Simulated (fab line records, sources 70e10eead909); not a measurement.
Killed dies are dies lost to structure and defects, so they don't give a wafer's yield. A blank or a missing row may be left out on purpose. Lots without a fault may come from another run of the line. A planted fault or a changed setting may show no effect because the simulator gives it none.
fab line records | flow nand_harc
record lots=7 wafers=21 last_day=32
route steps=1302 shown A_ONON_D1@438 A_CHANNEL_HOLE_D1@450 END@1302
lots that met no fault: from a run of the same line without faults
start_h: hours from the record's first day to the start of the lot's first wafer shown | wait_h: hours since the lot's step before | " the same as in the row above | L1.1+2: a row that stands for several wafers | - no value, or no start given | * or withheld: withheld | < > ~ a bound
route shown NAME@n: a module of which the file shows steps, and the number in the route of the first | usual: mean/standard deviation of fault-free wafers | same: alike in all rows | chamber/n: place in a boat | sites: the reading at each site | _std_site: their standard deviation | _edge_site: outer sites' mean less inner sites' | radius_mm: how far each site lies from the wafer's centre | mask NAME#n: copy n | behind: the tool/chamber that last shaped the wafer | hold: why the lot was held/for how many hours/how that ended | device: the transistor (n, p or np) that didn't switch | end of line: the same wafers' tests at the end of the route | a step without rows: its recipe alone | killed: dies lost to structure and defects at the first sort, not the wafer's yield | map: a wafer's dies, x killed, . not, _ none there
set.NAME: the setting as run; set.NAME@STEP: as run at that earlier step | model.NAME: the simulator's own value behind a step, which no gauge read
lots at some steps of the route; a table a step, a row a wafer
services: from which hour (start_h, from the record's first day; less than 0 if before it) a tool's chamber was out of use, for how many hours, and why
## steps
# step NHARC_A_ONON_D1_DEP_19
# recipe target_thk_a=10000 n2_flow_sccm=2750 n2o_flow_sccm=2000 nh3_flow_sccm=500 sih4_flow_sccm=210 temp_c=400
# step NHARC_A_ONON_D1_THK_MEAS_21
# recipe thk_meas_gauge=ellipsometry
# usual thk_nm=1000/8.8
# columns lot.wafer tool chamber start_h wait_h thk_nm
L234.1 film_metro-01 - 169.73 - 986
L234.3 " - " " 984
L234.6 " - " " 986
L236.2 film_metro-01 - 188.39 - 988
L236.3 " - " " 990
L236.5 " - " " 990
L235.1 film_metro-02 - 206.15 - 1005
L235.2 " - " " 1004
L235.6 " - " " 1004
L238.2 film_metro-01 - 213.97 - 989
L238.4 " - " " 990
L238.6 " - " " 990
L245.4 film_metro-01 - 278.89 - 1001
L245.5 " - " " 1002
L245.6 " - " " 1000
L246.1 film_metro-02 - 292.01 - 1013
L246.3 " - " " 1013
L246.6 " - " " 1012
L254.3 film_metro-01 - 365.84 - 1012
L254.5 " - " " 1011
L254.6 " - " " 1011
# step NHARC_A_ONON_D1_DEP_22
# recipe target_thk_a=10000 n2_flow_sccm=2750 n2o_flow_sccm=2000 nh3_flow_sccm=500 sih4_flow_sccm=210 temp_c=400
# step NHARC_A_ONON_D1_THK_MEAS_24
# recipe thk_meas_gauge=ellipsometry
# usual thk_nm=1001/9.3
# columns lot.wafer tool chamber start_h wait_h thk_nm
L234.1 film_metro-02 - 170.30 - 1017
L234.3 " - " " 1016
L234.6 " - " " 1017
L236.2 film_metro-02 - 188.95 - 996
L236.3 " - " " 995
L236.5 " - " " 997
L235.1 film_metro-02 - 206.72 - 1015
L235.2 " - " " 1015
L235.6 " - " " 1015
L238.2 film_metro-01 - 214.54 - 997
L238.4 " - " " 997
L238.6 " - " " 998
L245.4 film_metro-01 - 279.46 - 1009
L245.5 " - " " 1008
L245.6 " - " " 1009
L246.1 film_metro-02 - 292.57 - 997
L246.3 " - " " 999
L246.6 " - " " 999
L254.3 film_metro-01 - 366.41 - 994
L254.5 " - " " 995
L254.6 " - " " 994
# step NHARC_A_ONON_D1_DEP_25
# recipe target_thk_a=10000 n2_flow_sccm=2750 n2o_flow_sccm=2000 nh3_flow_sccm=500 sih4_flow_sccm=210 temp_c=400
# step NHARC_A_ONON_D1_THK_MEAS_27
# recipe thk_meas_gauge=ellipsometry
# usual thk_nm=1001/10
# columns lot.wafer tool chamber start_h wait_h thk_nm
L234.1 film_metro-02 - 170.87 - 1008
L234.3 " - " " 1007
L234.6 " - " " 1007
L236.2 film_metro-01 - 189.51 - 1011
L236.3 " - " " 1010
L236.5 " - " " 1013
L235.1 film_metro-01 - 207.28 - 987
L235.2 " - " " 987
L235.6 " - " " 987
L238.2 film_metro-02 - 215.10 - 995
L238.4 " - " " 995
L238.6 " - " " 996
L245.4 film_metro-02 - 280.03 - 1021
L245.5 " - " " 1021
L245.6 " - " " 1020
L246.1 film_metro-01 - 293.14 - 994
L246.3 " - " " 996
L246.6 " - " " 995
L254.3 film_metro-02 - 366.98 - 995
L254.5 " - " " 995
L254.6 " - " " 995
# step NHARC_A_ONON_D1_DEP_28
# recipe target_thk_a=10000 n2_flow_sccm=2750 n2o_flow_sccm=2000 nh3_flow_sccm=500 sih4_flow_sccm=210 temp_c=400
# step NHARC_A_ONON_D1_THK_MEAS_30
# recipe thk_meas_gauge=ellipsometry
# usual thk_nm=1001/9.7
# columns lot.wafer tool chamber start_h wait_h thk_nm
L234.1 film_metro-02 - 171.43 - 987
L234.3 " - " " 988
L234.6 " - " " 990
L236.2 film_metro-01 - 190.08 - 1016
L236.3 " - " " 1015
L236.5 " - " " 1016
L235.1 film_metro-01 - 207.85 - 999
L235.2 " - " " 999
L235.6 " - " " 997
L238.2 film_metro-02 - 215.68 - 987
L238.4 " - " " 989
L238.6 " - " " 989
L245.4 film_metro-01 - 280.59 - 984
L245.5 " - " " 986
L245.6 " - " " 985
L246.1 film_metro-01 - 293.71 - 1014
L246.3 " - " " 1013
L246.6 " - " " 1013
L254.3 film_metro-02 - 367.53 - 1004
L254.5 " - " " 1004
L254.6 " - " " 1005
# step NHARC_A_ONON_D1_DEP_33
# recipe target_thk_a=2000 temp_c=400 pressure_torr=6.5 rf_w=900 teos_flow_sccm=161.4 flow_sccm=2650 target_thk_nm=200 gas=O2 material=SiO2
# usual heater_power_w=548/75 throttle_valve_pct=15.7/0.43
# columns lot.wafer tool chamber start_h wait_h heater_power_w throttle_valve_pct
L234.3 pecvd-01 2 171.49 0.1 584 16.0
L234.1 " 1 " " 549 16.0
L234.6 " 2 " " 592 16.2
L236.2 pecvd-03 2 190.14 0.1 608 15.2
L236.3 " 0 " " 667 14.9
L236.5 " 0 " " 510 15.1
L235.2 pecvd-04 1 208.00 0.1 440 16.8
L235.1 " 2 " " 597 16.2
L235.6 " 1 " " 321 17.0
L238.2 pecvd-03 2 215.78 0.1 510 15.5
L238.6 " 1 " " 518 15.6
L238.4 " 2 " " 550 15.2
L245.6 pecvd-04 0 280.79 0.2 610 16.1
L245.4 " 1 " " 361 16.0
L245.5 " 2 " " 565 15.9
L246.3 pecvd-04 1 293.81 0.1 364 16.4
L246.1 " 2 " " 563 15.8
L246.6 " 2 " " 582 15.9
L254.3 pecvd-03 1 367.64 0.1 520 15.9
L254.5 " 1 " " 545 15.9
L254.6 " 2 " " 481 15.2
# step NHARC_A_ONON_D1_THK_MEAS_34
# recipe thk_meas_gauge=ellipsometry
# usual thk_nm=199.3/2.7
# columns lot.wafer tool chamber start_h wait_h thk_nm
L234.1 film_metro-02 - 171.90 - 195.5
L234.3 " - " " 197.8
L234.6 " - " " 200.6
L236.2 film_metro-02 - 190.55 - 197.0
L236.3 " - " " 194.4
L236.5 " - " " 198.4
L235.1 film_metro-02 - 208.41 - 198.0
L235.2 " - " " 200.9
L235.6 " - " " 200.3
L238.2 film_metro-02 - 216.15 - 202.1
L238.4 " - " " 202.3
L238.6 " - " " 204.8
L245.4 film_metro-01 - 281.07 - 199.4
L245.5 " - " " 200.9
L245.6 " - " " 198.9
L246.1 film_metro-02 - 294.18 - 195.8
L246.3 " - " " 197.8
L246.6 " - " " 202.7
L254.3 film_metro-01 - 368.00 - 199.8
L254.5 " - " " 201.8
L254.6 " - " " 203.1
# step NHARC_A_ONON_D1_INSPECT_32
# usual raw_defect_count=72/27
# columns lot.wafer tool chamber start_h wait_h raw_defect_count
L234.1 defect_inspect-02 - 171.98 0.0 44
L234.3 " - " " 55
L234.6 " - " " 49
L236.2 defect_inspect-02 - 190.61 0.0 60
L236.3 " - " " 63
L236.5 " - " " 56
L235.1 defect_inspect-01 - 208.49 0.0 121
L235.2 " - " " 68
L235.6 " - " " 103
L238.2 defect_inspect-01 - 216.21 0.0 94
L238.4 " - " " 101
L238.6 " - " " 119
L245.4 defect_inspect-01 - 281.15 0.0 117
L245.5 " - " " 118
L245.6 " - " " 111
L246.1 defect_inspect-01 - 294.24 0.0 58
L246.3 " - " " 43
L246.6 " - " " 79
L254.3 defect_inspect-01 - 368.09 0.0 93
L254.5 " - " " 215
L254.6 " - " " 98
# step NHARC_A_CHANNEL_HOLE_D1_DEP_00
# recipe target_thk_a=31000 temp_c=400 material=aC
# usual throttle_valve_pct=35.000/0.0088
# columns lot.wafer tool chamber start_h wait_h throttle_valve_pct
L234.1 acl_dep-02 0 178.11 6.1 35.002
L234.3 " 0 " " 35.001
L234.6 " 0 " " 34.996
L234.1 acl_dep-02 0 183.60 5.2 35.009
L234.3 " 0 " " 34.999
L234.6 " 0 " " 34.987
L236.2 acl_dep-02 0 191.41 0.8 35.013
L236.3 " 0 " " 35.007
L236.5 " 0 " " 34.996
L235.1 acl_dep-01 0 209.68 1.2 35.001
L235.2 " 0 " " 34.995
L235.6 " 0 211.30 2.8 34.992
L235.1 acl_dep-01 0 211.85 1.9 34.984
L235.2 " 0 " " 35.007
L235.6 " 0 213.48 1.9 35.006
L238.2 acl_dep-03 0 217.04 0.8 34.998
L238.4 " 0 " " 35.011
L238.6 " 0 " " 34.983
L238.2 acl_dep-03 0 219.17 1.8 34.994
L238.4 " 0 " " 34.984
L238.6 " 0 " " 35.024
L245.4 acl_dep-01 0 282.78 1.6 35.007
L245.5 " 0 " " 34.982
L245.6 " 0 " " 35.009
L246.1 acl_dep-02 0 296.87 2.6 35.009
L246.3 " 0 " " 35.017
L246.6 " 0 " " 34.992
L254.3 acl_dep-02 0 368.79 0.7 35.006
L254.5 " 0 " " 35.008
L254.6 " 0 " " 34.999
# step NHARC_A_CHANNEL_HOLE_D1_DEP_01
# recipe target_thk_a=1400 target_thk_nm=140 temp_c=400 pressure_torr=3.5 flow_sccm=200 rf_w=350 material=SiON
# usual heater_power_w=751/73
# columns lot.wafer tool chamber start_h wait_h heater_power_w
L234.3 pecvd-04 2 185.62 1.1 713
L234.1 " 0 " " 777
L234.6 " 0 " " 810
L236.2 pecvd-02 1 193.01 1.3 771
L236.3 " 2 " " 794
L236.5 " 1 " " 799
L235.2 pecvd-01 1 213.85 1.4 720
L235.1 " 2 " " 799
L235.6 " 1 " " 695
L238.2 pecvd-01 1 220.80 1.3 705
L238.6 " 1 " " 722
L238.4 " 2 " " 815
L245.6 pecvd-04 1 283.84 0.1 585
L245.5 " 2 " " 746
L245.4 " 0 " " 851
L246.1 pecvd-04 2 298.99 1.8 713
L246.3 " 0 " " 734
L246.6 " 0 " " 746
L254.3 pecvd-02 2 370.15 1.0 834
L254.6 " 0 " " 684
L254.5 " 2 " " 833
# step NHARC_END_SORT_01
# recipe temp_c=25
# usual killed_at_array=62/18 killed_at_other=0.9/1.2 killed_at_periphery=4.2/2.9 killed_dies=67/17 killed_open=3.6/1.9 killed_short=2.5/1.6
# same gross_dies=677
# columns lot.wafer tool chamber start_h wait_h killed_at_array killed_at_other killed_at_periphery killed_dies killed_open killed_short
L234.1 prober-02 0 601.53 2.5 666 5 6 677 5 2
L234.3 prober-02 0 603.13 3.1 670 1 6 677 1 4
L234.6 prober-02 0 605.52 4.0 673 1 3 677 8 2
L238.2 prober-01 0 610.41 2.8 674 1 2 677 3 3
L238.4 prober-01 0 612.01 3.4 676 0 1 677 5 1
L238.6 prober-01 0 613.61 4.0 675 0 2 677 4 2
L235.1 prober-02 0 617.11 2.5 666 1 10 677 7 0
L235.2 prober-02 0 617.89 2.8 669 0 8 677 5 0
L235.6 prober-02 0 621.05 3.9 670 0 7 677 1 0
L254.3 prober-01 0 755.49 3.1 45 0 5 50 7 5
L254.5 prober-01 0 757.07 3.7 53 2 3 58 4 1
L254.6 prober-01 0 757.86 4.0 35 0 2 37 4 4
# killed by level:class
L234.1 A_CHANNEL_HOLE_D1:area_dep=600 A_SLIT:chamber_film_flake=29 A_CHANNEL_HOLE_D2:chamber_film_flake=27 P_GATE:chamber_film_flake=5 THIN_TSV:chamber_film_flake=4 A_STAIRCASE:chamber_film_flake=3 P_CONTACT:geometric_particle:open=1 A_ONON_D1:geometric_particle:short=1
L234.3 A_CHANNEL_HOLE_D1:area_dep=619 A_CHANNEL_HOLE_D2:chamber_film_flake=21 A_SLIT:chamber_film_flake=19 P_GATE:chamber_film_flake=5 A_WL_FILL:geometric_particle:short=2 A_CHANNEL_HOLE_D1:chamber_film_flake=2 A_STAIRCASE:chamber_film_flake=2 A_CONTACT:chamber_film_flake=2
L234.6 A_CHANNEL_HOLE_D1:area_dep=606 A_SLIT:chamber_film_flake=28 A_CHANNEL_HOLE_D2:chamber_film_flake=19 A_CHANNEL_HOLE_D1:chamber_film_flake=4 A_M0:geometric_particle:open=3 A_WL_FILL:geometric_particle:short=2 P_GATE:chamber_film_flake=2 A_DECK1_JOINT:chamber_film_flake=2
L238.2 A_CHANNEL_HOLE_D1:area_dep=602 A_CHANNEL_HOLE_D1:chamber_film_flake=39 A_SLIT:chamber_film_flake=20 A_CHANNEL_HOLE_D2:chamber_film_flake=5 A_WL_FILL:chamber_film_flake=2 P_CONTACT:geometric_particle:open=1 P_M0:geometric_particle:short=1 A_ONON_D2:geometric_particle:short=1
L238.4 A_CHANNEL_HOLE_D1:area_dep=601 A_SLIT:chamber_film_flake=31 A_CHANNEL_HOLE_D1:chamber_film_flake=24 A_CHANNEL_HOLE_D2:chamber_film_flake=12 A_ONON_D2:geometric_particle:open=3 P_M1:geometric_particle:open=1 A_CHANNEL_FILL_D1:geometric_particle:short=1 A_BLC:geometric_particle:open=1
L238.6 A_CHANNEL_HOLE_D1:area_dep=597 A_CHANNEL_HOLE_D1:chamber_film_flake=34 A_SLIT:chamber_film_flake=29 A_CHANNEL_HOLE_D2:chamber_film_flake=7 A_CONTACT:chamber_film_flake=3 P_CONTACT:geometric_particle:open=1 A_ONON_D1:geometric_particle:open=1 A_ONON_D1:geometric_particle:short=1
L235.1 A_CHANNEL_HOLE_D1:area_dep=606 A_CHANNEL_HOLE_D1:chamber_film_flake=26 A_CHANNEL_HOLE_D2:chamber_film_flake=21 A_CONTACT:chamber_film_flake=6 P_CONTACT:chamber_film_flake=4 A_WL_FILL:chamber_film_flake=3 P_M1:geometric_particle:open=2 P_M2:chamber_film_flake=2
L235.2 A_CHANNEL_HOLE_D1:area_dep=596 A_CHANNEL_HOLE_D1:chamber_film_flake=40 A_CHANNEL_HOLE_D2:chamber_film_flake=21 A_WL_FILL:chamber_film_flake=4 A_CONTACT:chamber_film_flake=4 P_CONTACT:chamber_film_flake=3 P_M2:chamber_film_flake=3 P_CONTACT:geometric_particle:open=2
L235.6 A_CHANNEL_HOLE_D1:area_dep=591 A_CHANNEL_HOLE_D1:chamber_film_flake=40 A_CHANNEL_HOLE_D2:chamber_film_flake=31 P_CONTACT:chamber_film_flake=3 A_WL_FILL:chamber_film_flake=3 A_CONTACT:chamber_film_flake=3 A_CONTACT:geometric_particle:open=1 P_ZERO_WELL:chamber_film_flake=1
L254.3 A_CHANNEL_HOLE_D1:chamber_film_flake=17 A_CONTACT:chamber_film_flake=8 A_SLIT:chamber_film_flake=6 A_SGD_CUT:geometric_particle:open=2 A_BLC:geometric_particle:open=2 P_STI:chamber_film_flake=2 A_CHANNEL_HOLE_D2:chamber_film_flake=2 P_M0:geometric_particle:open=1
L254.5 A_CHANNEL_HOLE_D1:chamber_film_flake=28 A_SLIT:chamber_film_flake=10 A_CONTACT:chamber_film_flake=9 P_CONTACT:geometric_particle:open=1 A_ONON_D2:geometric_particle:open=1 A_CONTACT:geometric_particle:open=1 A_M0:geometric_particle:open=1 STARTING-WAFER:geometric_particle:short=1
L254.6 A_CHANNEL_HOLE_D1:chamber_film_flake=12 A_CONTACT:chamber_film_flake=9 A_SLIT:chamber_film_flake=6 P_M0:geometric_particle:short=1 A_ONON_D1:geometric_particle:open=1 A_CHANNEL_HOLE_D1:geometric_particle:open=1 A_ONON_D2:geometric_particle:open=1 A_ONON_D2:geometric_particle:short=1
# map L234.1 (x killed, . not)
____________x____________
_________xxxxxxx_________
_______xxxxxxxxxxx_______
______xxxxxxxxxxxxx______
_____xxxxxxxxxxxxxxx_____
____xxxxxxxxxxxxxxxxx____
____xxxxxxxxxxxxxxxxx____
___xxxxxxxxxxxxxxxxxxx___
___xxxxxxxxxxxxxxxxxxx___
__xxxxxxxxxxxxxxxxxxxxx__
__xxxxxxxxxxxxxxxxxxxxx__
_xxxxxxxxxxxxxxxxxxxxxxx_
_xxxxxxxxxxxxxxxxxxxxxxx_
_xxxxxxxxxxxxxxxxxxxxxxx_
_xxxxxxxxxxxxxxxxxxxxxxx_
_xxxxxxxxxxxxxxxxxxxxxxx_
xxxxxxxxxxxxxxxxxxxxxxxxx
xxxxxxxxxxxxxxxxxxxxxxxxx
xxxxxxxxxxxxxxxxxxxxxxxxx
xxxxxxxxxxxxxxxxxxxxxxxxx
xxxxxxxxxxxxxxxxxxxxxxxxx
_xxxxxxxxxxxxxxxxxxxxxxx_
_xxxxxxxxxxxxxxxxxxxxxxx_
_xxxxxxxxxxxxxxxxxxxxxxx_
_xxxxxxxxxxxxxxxxxxxxxxx_
_xxxxxxxxxxxxxxxxxxxxxxx_
__xxxxxxxxxxxxxxxxxxxxx__
__xxxxxxxxxxxxxxxxxxxxx__
___xxxxxxxxxxxxxxxxxxx___
___xxxxxxxxxxxxxxxxxxx___
____xxxxxxxxxxxxxxxxx____
____xxxxxxxxxxxxxxxxx____
_____xxxxxxxxxxxxxxx_____
______xxxxxxxxxxxxx______
_______xxxxxxxxxxx_______
_________xxxxxxx_________
____________x____________
# map L235.1 (x killed, . not)
____________x____________
_________xxxxxxx_________
_______xxxxxxxxxxx_______
______xxxxxxxxxxxxx______
_____xxxxxxxxxxxxxxx_____
____xxxxxxxxxxxxxxxxx____
____xxxxxxxxxxxxxxxxx____
___xxxxxxxxxxxxxxxxxxx___
___xxxxxxxxxxxxxxxxxxx___
__xxxxxxxxxxxxxxxxxxxxx__
__xxxxxxxxxxxxxxxxxxxxx__
_xxxxxxxxxxxxxxxxxxxxxxx_
_xxxxxxxxxxxxxxxxxxxxxxx_
_xxxxxxxxxxxxxxxxxxxxxxx_
_xxxxxxxxxxxxxxxxxxxxxxx_
_xxxxxxxxxxxxxxxxxxxxxxx_
xxxxxxxxxxxxxxxxxxxxxxxxx
xxxxxxxxxxxxxxxxxxxxxxxxx
xxxxxxxxxxxxxxxxxxxxxxxxx
xxxxxxxxxxxxxxxxxxxxxxxxx
xxxxxxxxxxxxxxxxxxxxxxxxx
_xxxxxxxxxxxxxxxxxxxxxxx_
_xxxxxxxxxxxxxxxxxxxxxxx_
_xxxxxxxxxxxxxxxxxxxxxxx_
_xxxxxxxxxxxxxxxxxxxxxxx_
_xxxxxxxxxxxxxxxxxxxxxxx_
__xxxxxxxxxxxxxxxxxxxxx__
__xxxxxxxxxxxxxxxxxxxxx__
___xxxxxxxxxxxxxxxxxxx___
___xxxxxxxxxxxxxxxxxxx___
____xxxxxxxxxxxxxxxxx____
____xxxxxxxxxxxxxxxxx____
_____xxxxxxxxxxxxxxx_____
______xxxxxxxxxxxxx______
_______xxxxxxxxxxx_______
_________xxxxxxx_________
____________x____________
## services
# columns tool chamber start_h hours kind
pecvd-01 - 151.61 0.8 repair
pecvd-02 0 165.12 6.7 repair
pecvd-03 - 165.85 13.0 pm
acl_dep-01 - 168.33 13.0 pm
pecvd-04 - 188.47 1.3 repair
pecvd-02 - 191.87 0.7 repair
pecvd-02 - 203.37 13.0 pm
acl_dep-02 - 217.95 13.0 pm
pecvd-04 - 245.44 13.0 pm
pecvd-04 0 245.44 13.0 vent_cycle
pecvd-04 1 245.44 13.0 vent_cycle
pecvd-04 2 245.44 13.0 vent_cycle
pecvd-01 2 250.12 6.0 repair
pecvd-01 - 254.87 1.4 repair
pecvd-04 0 258.44 - clean
pecvd-04 1 258.44 - clean
pecvd-04 2 258.44 - clean
acl_dep-03 - 278.54 13.0 pm
pecvd-01 - 287.26 13.0 pm
pecvd-01 0 306.40 10.8 repair
pecvd-01 - 320.91 0.9 repair
pecvd-01 - 334.89 3.2 repair
pecvd-03 - 346.85 13.0 pm
acl_dep-01 - 349.49 13.0 pm
## key
first_sign step=NHARC_A_CHANNEL_HOLE_D1_DEP_00 reading=visit direction=added
effect step=NHARC_END_SORT_01 reading=killed_dies direction=up sigmas=35 usual=67 struck=677
more_kills_born_at NHARC_A_CHANNEL_HOLE_D1_DEP_00@acl_dep-02=1826 NHARC_A_CHANNEL_HOLE_D1_DEP_00@acl_dep-03=1800 NHARC_A_CHANNEL_HOLE_D1_DEP_00@acl_dep-01=1793
met_at NHARC_A_CHANNEL_HOLE_D1_DEP_00
struck_wafers L234.1,L234.3,L234.6,L235.1,L235.2,L235.6,L238.2,L238.4,L238.6
later_rows_left_out L234.1,L234.3,L234.6,L235.1,L235.2,L235.6,L238.2,L238.4,L238.6
tester_left_out L234,L235,L238
fault kind=repeated_step_whole tool=acl_dep-01,acl_dep-02,acl_dep-03 chamber=- onset_h=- steps=NHARC_A_CHANNEL_HOLE_D1_DEP_00 times=1 scope=struck_lots_only
# tester_left_out: of these lots the tester's yield and bins aren't shown, on N5 and GAA mostly nor the transistor test; their killed dies are dies lost to structure and defects alone, not to doping, threshold or leakage, so they don't give the yield
# later_rows_left_out: the simulator's readings of these wafers behind a module that went badly wrong aren't trusted and aren't shown, but for the sort
